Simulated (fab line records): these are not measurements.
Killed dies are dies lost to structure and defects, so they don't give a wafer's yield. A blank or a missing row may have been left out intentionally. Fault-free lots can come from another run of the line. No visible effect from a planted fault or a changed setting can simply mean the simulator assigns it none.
Split-lot trial -- flow n5 finfet -- 21 wafers read across 7 lots, on a route 1938 steps long

## ON THE SPLIT
At N5_SDB_EXPOSE_08 (exposes mask SDB), the setting dose mj was moved away from the recipe's 49.6 on 6 of the 21 wafers read, by -5.9% to -2.0%. For the rest of the wafers, this setting stayed at what the recipe calls for.

## FROM THE SPLIT TO THE READING: what the file shows between them, 2 steps
- N5_SDB_PEB_09: peb time 60 s
- N5_SDB_DEVELOP_10: develop time 30 s

## THE READING
cd nm, in nm, at N5_SDB_CD_MEAS_11 (target cd 50 nm). Fault-free wafers of this fab line usually give 50.2 nm, standard deviation 0.85 nm.

wafer,"tool, chamber at the split",dose mj as run,against the recipe,"cd nm, nm",against lot-mates on the recipe
L077.1,"arfi scanner-02, 0",49.6,recipe,49.3,-
L077.4,"arfi scanner-02, 0",49.6,recipe,49.1,-
L077.5,"arfi scanner-02, 0",49.6,recipe,48.8,-
L081.1,"arfi scanner-01, 0",49.6,recipe,50.0,-
L081.2,"arfi scanner-01, 0",46.69,-5.9%,44.8,-5.2
L081.3,"arfi scanner-01, 0",46.69,-5.9%,43.5,-6.5
L083.1,"arfi scanner-03, 0",46.99,-5.3%,44.0,-6.0
L083.3,"arfi scanner-03, 0",49.6,recipe,49.8,-
L083.4,"arfi scanner-03, 0",49.6,recipe,50.3,-
L085.1,"arfi scanner-02, 0",49.6,recipe,51.0,-
L085.3,"arfi scanner-02, 0",49.6,recipe,51.1,-
L085.4,"arfi scanner-02, 0",49.6,recipe,50.5,-
L095.1,"arfi scanner-02, 0",48.59,-2.0%,48.0,-2.5
L095.5,"arfi scanner-02, 0",49.6,recipe,50.5,-
L095.6,"arfi scanner-02, 0",48.59,-2.0%,48.1,-2.4
L096.1,"arfi scanner-03, 0",49.6,recipe,50.3,-
L096.2,"arfi scanner-03, 0",46.78,-5.7%,43.7,-6.5
L096.5,"arfi scanner-03, 0",49.6,recipe,50.2,-
L097.3,"arfi scanner-01, 0",49.6,recipe,51.1,-
L097.5,"arfi scanner-01, 0",49.6,recipe,51.3,-
L097.6,"arfi scanner-01, 0",49.6,recipe,50.5,-

THE FIT
A straight line over all 21 wafers: cd nm changes by +1.1 nm for each +1% of dose mj; r = +0.96; the points scatter about the line by 0.7 nm.
The same after taking each lot's own level away (the mean of its wafers on the recipe; 21 wafers): +1.07 nm for each +1%; r = +0.99; scatter 0.37 nm.
On that fit, the largest move of dose mj shifts the reading by 6.3 nm.
The span of the lots' own levels, 49.07 to 50.97 nm, comes to 2.2 times the standard deviation stated above.
Hence the lot-to-lot level has little effect on the slope; both slopes agree.
Check: -6.69 nm against its lot-mates is what the line predicts for one of the wafers moved furthest among these (-5.9%) when that wafer is left out of the fit. Against them it came out at -5.2 nm.

## THESE WAFERS: OTHER SPLITS
These wafers also went through other splits before the reading. Each is held against what the fit with the lots' levels taken away leaves over:
other split on the same wafers,wafers away from the commonest value,r with cd nm (lot level and that fit taken away)
N5_ZERO_LAYER_DEVELOP_10 develop time s,8,-0.11
N5_WELL_APT_COAT_02 spin rpm,8,+0.01
N5_PMOS_HMC_CHANNEL_EPI_PEB_07 peb time s,7,-0.08
N5_FIN_SAQP_PEB_14 peb time s,6,-0.35
N5_FIN_CUT_CUT_ETCH_15 time s,10,-0.29
N5_SD_EPI_N_COAT_32 spin rpm,8,+0.20
N5_SD_EPI_N_COAT_33 spin rpm,8,+0.28
N5_ILD0_CMP_03 down force psi,6,-0.15
N5_ILD0_PRECLEAN_10 time s,5,-0.21

## THE FILE'S OWN FIT
cd nm changes by +1.1 nm for each +1% of dose mj, r = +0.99.
